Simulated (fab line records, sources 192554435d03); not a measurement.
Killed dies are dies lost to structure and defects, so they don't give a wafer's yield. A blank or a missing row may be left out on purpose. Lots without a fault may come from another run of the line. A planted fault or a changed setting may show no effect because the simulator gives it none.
Chamber matching | flow n5_finfet | N5_MOL_CONTACT_COAG_ALD_20 on ald_metal-01: 4 sister chambers
The step deposits TiN, target thk 1.5 nm, pulse time 1 s, purge time 3 s. 27 wafers are shown with their chamber, then 12 later ones without.

WAFERS WITH THEIR CHAMBER
wafer  | chamber | heater_power_w (W) | precursor_pulse_height_rel | chamber_pressure_Torr (Torr)
L074.2 | 3       | 955                | 0.982                      | 3.004
L074.5 | 0       | 673                | 0.995                      | 3.002
L074.6 | 3       | 956                | 1.004                      | 3.002
L075.3 | 2       | 851                | 0.999                      | 3.022
L075.4 | 1       | 1121               | 0.977                      | 3.006
L075.6 | 3       | 955                | 0.986                      | 2.993
L076.1 | 1       | 1123               | 0.990                      | 3.001
L076.3 | 3       | 954                | 0.997                      | 3.001
L076.5 | 0       | 683                | 1.021                      | 2.993
L077.1 | 1       | 1120               | 0.994                      | 3.001
L077.2 | 0       | 664                | 1.025                      | 3.010
L077.3 | 3       | 974                | 0.985                      | 3.013
L078.1 | 2       | 852                | 0.997                      | 2.999
L078.5 | 3       | 964                | 1.002                      | 3.001
L078.6 | 0       | 694                | 0.987                      | 3.000
L080.3 | 3       | 971                | 0.961                      | 2.999
L080.4 | 1       | 1141               | 1.003                      | 2.998
L080.6 | 3       | 968                | 0.963                      | 3.002
L081.3 | 2       | 881                | 1.001                      | 3.010
L081.4 | 3       | 982                | 0.993                      | 2.999
L081.5 | 1       | 1116               | 0.978                      | 3.002
L082.2 | 1       | 1117               | 0.996                      | 3.001
L082.3 | 0       | 687                | 0.992                      | 3.006
L082.6 | 1       | 1146               | 0.976                      | 2.995
L084.1 | 1       | 1137               | 0.997                      | 3.005
L084.3 | 2       | 862                | 0.990                      | 3.005
L084.5 | 2       | 878                | 1.009                      | 3.010

SIGNATURES (means of the wafers above)
reading                    | chamber 0 | chamber 1 | chamber 2 | chamber 3 | scatter within a chamber
heater_power_w             | 680.20    | 1127.62   | 864.80    | 964.33    | 11.7
precursor_pulse_height_rel | 1.00400   | 0.98887   | 0.99920   | 0.98589   | 0.0134
chamber_pressure_Torr      | 3.00220   | 3.00113   | 3.00920   | 3.00156   | 0.00576
Rule: a wafer's distance from a chamber is the root of the sum, over the readings, of the square of ((its reading less the chamber's mean) divided by the reading's scatter). The wafer belongs to the nearest chamber; if the next one is less than 2 further off, it can't be placed. The scatter: the root of (the sum of the squares of (reading less its chamber's mean) over the shown wafers, divided by (wafers less chambers)).

WAFERS WITHOUT THEIR CHAMBER
wafer  | heater_power_w (W) | precursor_pulse_height_rel | chamber_pressure_Torr (Torr)
L086.2 | 1156               | 0.979                      | 2.999
L086.4 | 859                | 1.014                      | 3.000
L086.5 | 700                | 1.028                      | 3.016
L087.1 | 858                | 0.995                      | 2.997
L087.4 | 979                | 0.976                      | 2.999
L087.5 | 688                | 0.979                      | 3.001
L091.2 | 1113               | 0.952                      | 2.996
L091.5 | 889                | 0.995                      | 3.002
L091.6 | 978                | 1.022                      | 2.996
L093.1 | 861                | 0.975                      | 3.003
L093.2 | 1153               | 1.019                      | 3.000
L093.6 | 883                | 0.983                      | 2.997

WHICH CHAMBER EACH WENT THROUGH
wafer  | from the rows above | in truth
L086.2 | 1                   | 1
L086.4 | 2                   | 2
L086.5 | 0                   | 0
L087.1 | 2                   | 2
L087.4 | 3                   | 3
L087.5 | 0                   | 0
L091.2 | 1                   | 1
L091.5 | 2                   | 2
L091.6 | 3                   | 3
L093.1 | 2                   | 2
L093.2 | 1                   | 1
L093.6 | 2                   | 2
Placed correctly: 12 of 12. Can't be placed from these rows: 0. Placed wrongly: 0.
